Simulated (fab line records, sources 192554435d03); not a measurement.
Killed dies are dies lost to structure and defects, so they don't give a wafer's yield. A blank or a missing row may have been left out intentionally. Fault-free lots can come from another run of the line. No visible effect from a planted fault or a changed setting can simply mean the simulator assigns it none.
Which tool is to blame?	flow n5-finfet	12 lots with 36 wafers sampled at 5 steps, on a route of 1938 steps

== WHAT THE GAUGES READ, wafer by wafer ==
The record lacks any reading of a measuring or inspecting step that a usual standard deviation could be used to judge.

== WHAT TOOL EACH LOT RAN ON (gives the tool, then ch and the chambers of the sampled wafers, and finally the start) ==
lot	N5_FIN_CUT_ETCH_21	N5_FIN_CUT_CUT_ETCH_26	N5_STI_FIN_REVEAL_STRIP_24	N5_STI_FIN_REVEAL_RECESS_09	N5_PASSIVATION_PROBE_49
L608	rie-diel-06 ch 1,2,3, day 2 09:54	rie-diel-06 ch 1,2,3, day 2 10:14	rie-diel-02 ch 2,3, day 2 16:38	vapor-etch-02 ch 0,1, day 2 16:58	-
L609	rie-diel-01 ch 0,1,3, day 2 19:04	rie-diel-01 ch 0,1,3, day 2 19:25	rie-diel-03 ch 1,2,3, day 3 01:55	vapor-etch-01 ch 0,1, day 3 02:40	-
L611	rie-diel-05 ch 0,1,2, day 3 02:43	rie-diel-05 ch 0,1,2, day 3 03:03	rie-diel-03 ch 0,2,3, day 3 09:28	vapor-etch-01 ch 0,1, day 3 09:41	-
L612	rie-diel-01 ch 1,2,3, day 3 10:17	rie-diel-01 ch 1,2,3, day 3 10:37	rie-diel-02 ch 0,1,3, day 3 17:41	vapor-etch-01 ch 0,1, day 3 17:55	-
L613	rie-diel-01 ch 0,2,3, day 3 16:04	rie-diel-01 ch 0,2,3, day 3 16:24	rie-diel-03 ch 0,2, day 3 22:34	vapor-etch-01 ch 0,1, day 3 23:35	-
L614	rie-diel-06 ch 0,2,3, day 3 22:07	rie-diel-06 ch 0,2,3, day 3 22:27	rie-diel-04 ch 1,2,3, day 4 05:22	vapor-etch-01 ch 0,1, day 4 05:35	-
L616	rie-diel-06 ch 0,2,3, day 4 15:43	rie-diel-06 ch 0,2,3, day 4 16:03	rie-diel-03 ch 0,1,2, day 5 00:28	vapor-etch-01 ch 0,1, day 5 00:41	-
L617	rie-diel-01 ch 0,1,2, day 4 16:09	rie-diel-01 ch 0,1,2, day 4 16:29	rie-diel-03 ch 1,2,3, day 5 00:55	vapor-etch-02 ch 0,1, day 5 01:20	-
L618	rie-diel-01 ch 0,1, day 4 22:04	rie-diel-01 ch 0,1, day 4 22:24	rie-diel-03 ch 1,2,3, day 5 04:37	vapor-etch-01 ch 0,1, day 5 05:25	-
L619	rie-diel-01 ch 0,2,3, day 5 03:26	rie-diel-01 ch 0,2,3, day 5 03:47	rie-diel-04 ch 0,1,2, day 5 10:02	vapor-etch-02 ch 0,1, day 5 10:16	prober-01, day 15 16:38
L621	rie-diel-06 ch 0,1,3, day 5 19:26	rie-diel-06 ch 0,1,3, day 5 19:47	rie-diel-04 ch 1,2,3, day 6 02:02	vapor-etch-02 ch 0,1, day 6 02:14	-
L625	rie-diel-05 ch 1,2,3, day 6 18:10	rie-diel-05 ch 1,2,3, day 6 18:30	rie-diel-02 ch 0,2,3, day 7 00:44	vapor-etch-02 ch 0,1, day 7 00:57	-
- N5_FIN_CUT_ETCH_21: etches SOC in N2/H2, target depth 219 nm, overetch 43.8 nm, time 523.5 s.
- N5_FIN_CUT_CUT_ETCH_26: etches SiNx in CH3F/O2, target depth 39 nm, time 55.7 s.
- N5_STI_FIN_REVEAL_STRIP_24: strips in N2/H2, time 90 s.
- N5_STI_FIN_REVEAL_RECESS_09: chemistry HF/NH3, target SiO2, afs cycles 11, target depth 42.5 nm, sublimation time 60 s.
- N5_PASSIVATION_PROBE_49

== AS READ BY THE TOOLS THEMSELVES (means over the sampled wafers that have a number; for cases with no such wafer, the mark the record gives instead) ==
N5_FIN_CUT_ETCH_21. Usual: drypump-motor-current-A 5.9 A, standard deviation 0.37; oes-product-au 0.69 a.u., standard deviation 0.037; rf-vpp-V 240.2 V, standard deviation 1.4; showerhead-plenum-p-Torr 2.50 Torr, standard deviation 0.084; throttle-valve-pct 17.93 %, standard deviation 0.25.
lot	tool	drypump-motor-current-A (A)	oes-product-au (a.u.)	rf-vpp-V (V)	showerhead-plenum-p-Torr (Torr)	throttle-valve-pct (%)	flag
L608	rie-diel-06	5.7	0.72	240.7	2.48	17.87	
L609	rie-diel-01	6.0	0.69	240.8	2.53	17.92	
L611	rie-diel-05	6.2	0.68	239.9	2.46	17.75	
L612	rie-diel-01	5.6	0.67	240.8	2.55	17.96	
L613	rie-diel-01	5.7	0.66	240.1	2.52	17.97	
L614	rie-diel-06	5.9	0.73	239.2	2.49	18.06	
L616	rie-diel-06	5.9	0.72	239.2	2.49	18.08	
L617	rie-diel-01	5.9	0.67	239.7	2.47	17.99	
L618	rie-diel-01	6.1	0.68	239.3	2.48	17.96	
L619	rie-diel-01	5.7	0.66	240.8	2.51	17.99	
L621	rie-diel-06	5.7	0.69	241.0	2.54	17.98	
L625	rie-diel-05	6.1	0.66	240.9	2.52	17.67	

N5_FIN_CUT_CUT_ETCH_26. Usual: drypump-motor-current-A 5.9 A, standard deviation 0.38; oes-product-au 0.74 a.u., standard deviation 0.043; rf-vpp-V 297 V, standard deviation 3.9; showerhead-plenum-p-Torr 1.97 Torr, standard deviation 0.07; throttle-valve-pct 16.49 %, standard deviation 0.2.
lot	tool	drypump-motor-current-A (A)	oes-product-au (a.u.)	rf-vpp-V (V)	showerhead-plenum-p-Torr (Torr)	throttle-valve-pct (%)	flag
L608	rie-diel-06	5.7	0.78	295	1.95	16.40	
L609	rie-diel-01	6.0	0.74	297	2.00	16.51	
L611	rie-diel-05	6.2	0.73	297	1.94	16.38	
L612	rie-diel-01	5.6	0.72	298	2.02	16.57	
L613	rie-diel-01	5.7	0.73	298	1.99	16.53	
L614	rie-diel-06	5.8	0.78	293	1.95	16.53	
L616	rie-diel-06	5.8	0.79	295	1.95	16.55	
L617	rie-diel-01	5.8	0.72	298	1.96	16.52	
L618	rie-diel-01	6.1	0.73	297	1.96	16.52	
L619	rie-diel-01	5.7	0.73	298	1.99	16.55	
L621	rie-diel-06	5.7	0.75	295	1.99	16.46	
L625	rie-diel-05	6.1	0.72	301	1.99	16.34	

N5_STI_FIN_REVEAL_STRIP_24. Usual: drypump-motor-current-A 5.8 A, standard deviation 0.42; oes-product-au 0.78 a.u., standard deviation 0.095; rf-vpp-V 45.3 V, standard deviation 0.88; showerhead-plenum-p-Torr 3.38 Torr, standard deviation 0.11; throttle-valve-pct 12.23 %, standard deviation 0.24.
lot	tool	drypump-motor-current-A (A)	oes-product-au (a.u.)	rf-vpp-V (V)	showerhead-plenum-p-Torr (Torr)	throttle-valve-pct (%)	flag
L608	rie-diel-02	6.0	0.77	44.1	3.36	12.20	
L609	rie-diel-03	5.7	0.79	46.0	3.42	12.29	
L611	rie-diel-03	5.5	0.79	45.9	3.37	12.30	
L612	rie-diel-02	5.9	0.81	44.2	3.38	12.04	
L613	rie-diel-03	5.5	0.69	45.9	3.33	12.51	
L614	rie-diel-04	5.8	0.80	44.8	3.39	12.18	
L616	rie-diel-03	5.6	0.69	44.8	3.37	12.53	
L617	rie-diel-03	5.7	0.77	45.0	3.41	12.34	
L618	rie-diel-03	5.7	0.77	45.2	3.41	12.35	
L619	rie-diel-04	5.8	0.83	46.6	3.47	12.09	
L621	rie-diel-04	5.8	0.78	45.9	3.38	12.22	
L625	rie-diel-02	6.1	0.79	45.0	3.39	12.15	

N5_STI_FIN_REVEAL_RECESS_09. Usual: drypump-motor-current-A 5.80 A, standard deviation 0.19; temp-c 30.00 C, standard deviation 0.11.
lot	tool	drypump-motor-current-A (A)	temp-c (C)	flag
L608	vapor-etch-02	5.81	29.98	
L609	vapor-etch-01	5.80	30.07	
L611	vapor-etch-01	5.72	29.97	
L612	vapor-etch-01	5.79	30.11	
L613	vapor-etch-01	5.80	28.61	OFF
L614	vapor-etch-01	5.78	28.61	OFF
L616	vapor-etch-01	5.72	28.55	OFF
L617	vapor-etch-02	5.82	30.02	
L618	vapor-etch-01	5.77	28.64	OFF
L619	vapor-etch-02	6.03	29.94	
L621	vapor-etch-02	6.04	29.99	
L625	vapor-etch-02	5.82	30.04	

N5_PASSIVATION_PROBE_49. Usual: defect-limited-yield 91.4 %, standard deviation 1.5; killed_at_M0_to_M3 32, standard deviation 9.8; killed_at_M4_up 15, standard deviation 5.6; killed-at-contacts 12, standard deviation 5.4; killed-at-front-end 40, standard deviation 13; killed-at-other 3.0, standard deviation 2.1; killed-dies 102, standard deviation 17; killed-open 67, standard deviation 13; killed-short 32, standard deviation 7.1; sort_bin_5_function 5.1 %, standard deviation 0.96; sort_bin_6_memory 3.2 %, standard deviation 0.7; sort_bin_8_speed 0.0 %, standard deviation 0.3; sort-n-pass 1078, standard deviation 18; sort-yield-pct 91.3 %, standard deviation 1.5.
lot	tool	defect-limited-yield (%)	killed_at_M0_to_M3	killed_at_M4_up	killed-at-contacts	killed-at-front-end	killed-at-other	killed-dies	killed-open	killed-short	sort_bin_5_function (%)	sort_bin_6_memory (%)	sort_bin_8_speed (%)	sort-n-pass	sort-yield-pct (%)	flag
L619	prober-01	90.8	29	9	16	48	7.0	109	67	39	6.2	2.9	0.0	1071	90.8	

== THE ANSWER, worked out from the rows above alone ==
Rule: a lot is off if the mean of its wafers that have a number lies more than 3 standard deviations from the usual mean. Also off: a lot with no number at a reading for which 4 or more lots have one. All remaining lots with rows at the step are treated as sound. Order of review: gauges by route order, followed by the tools' own readings, for which a lot's mean as printed above is used. At the first step where some lot is off, the reading lying furthest off is the one used; lots without a number count as furthest.
Off: L613, L614, L616, L618 (N5_STI_FIN_REVEAL_RECESS_09, temp-c).
If a tool, at that step or one of the process steps before it, ran each lot that is off and ran no sound lot following the first of them, it fits. One fits: vapor-etch-01 at N5_STI_FIN_REVEAL_RECESS_09. A fault onset in the window from L612 (day 3 17:55, its last sound lot) to L613 (day 3 23:35, its first lot off) fits.
On the lots that are off, the tool's own readings at N5_STI_FIN_REVEAL_RECESS_09 differ by more than 5 times the standard deviation of the sound lots' means, which bears it out; temp-c reads 28.60 C there versus 30.02 C on the sound lots.

== WHAT THE SIMULATOR HAD INSERTED ==
Process parameters drifting: vapor-etch-01 at N5_STI_FIN_REVEAL_RECESS_09, beginning at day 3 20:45. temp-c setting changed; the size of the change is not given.
Shown lots that were struck: L613, L614, L616, L618. Same finding as the rule above.
